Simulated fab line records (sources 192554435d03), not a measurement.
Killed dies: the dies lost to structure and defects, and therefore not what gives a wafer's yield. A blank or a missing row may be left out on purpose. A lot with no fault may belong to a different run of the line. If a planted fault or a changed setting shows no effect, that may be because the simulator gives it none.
Matching of chambers + flow n5 finfet + N5_BEOL_M4_ALD_84 on ald metal-02: 4 sister chambers
The step deposits TaN, pulse time 2 s, purge time 3 s, co reactant purge time 2 s. 22 wafers are shown with their chamber, then 11 later ones without.

== EACH WAFER AND ITS CHAMBER ==
| wafer  | chamber | heater power w (W) |
|--------|---------|--------------------|
| L074.2 | 3       | 331                |
| L074.3 | 0       | 448                |
| L074.5 | 3       | 337                |
| L076.3 | 1       | 439                |
| L076.4 | 3       | 332                |
| L076.6 | 2       | 424                |
| L078.1 | 0       | 467                |
| L078.2 | 3       | 340                |
| L078.5 | 3       | 340                |
| L080.4 | 0       | 468                |
| L080.5 | 3       | 336                |
| L080.6 | 2       | 424                |
| L082.3 | 3       | 339                |
| L082.4 | 1       | 453                |
| L082.6 | 0       | 461                |
| L084.2 | 2       | 408                |
| L084.3 | 3       | 343                |
| L084.6 | 1       | 452                |
| L085.3 | 2       | 425                |
| L085.5 | 1       | 434                |
| L085.6 | 0       | 469                |
| L088.1 | 2       | 418                |

SIGNATURES (means of the wafers above)
| reading        | chamber 0 | chamber 1 | chamber 2 | chamber 3 | scatter within a chamber |
|----------------|-----------|-----------|-----------|-----------|--------------------------|
| heater power w | 462.60    | 444.50    | 419.80    | 337.25    | 7.07                     |
Rule: a wafer's distance from a chamber is the root of the sum, over the readings, of the square of ((its reading less the chamber's mean) divided by the reading's scatter). If the next closest chamber is less than 2 further off than the closest, the wafer can't be placed; otherwise it belongs to the closest. The scatter is the square root of a quotient: the sum, over the shown wafers, of each reading's squared deviation from its chamber's mean, divided by wafers minus chambers.

== WAFERS WITH NO CHAMBER GIVEN ==
| wafer  | heater power w (W) |
|--------|--------------------|
| L088.5 | 430                |
| L088.6 | 422                |
| L090.1 | 445                |
| L090.4 | 468                |
| L090.5 | 412                |
| L091.1 | 343                |
| L091.4 | 454                |
| L091.5 | 455                |
| L094.2 | 418                |
| L094.3 | 455                |
| L094.4 | 438                |

== THE CHAMBER EACH PASSED THROUGH ==
| wafer  | from the rows above     | in truth |
|--------|-------------------------|----------|
| L088.5 | can't be placed: 2 or 1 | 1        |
| L088.6 | 2                       | 2        |
| L090.1 | 1                       | 1        |
| L090.4 | 0                       | 0        |
| L090.5 | 2                       | 2        |
| L091.1 | 3                       | 3        |
| L091.4 | can't be placed: 0 or 1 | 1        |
| L091.5 | can't be placed: 0 or 1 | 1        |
| L094.2 | 2                       | 2        |
| L094.3 | can't be placed: 0 or 1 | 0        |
| L094.4 | can't be placed: 1 or 2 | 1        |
6 of 11 placed correctly. Can't be placed from these rows: 5 (the true chamber is among the candidates in 5). Placed wrongly: 0.
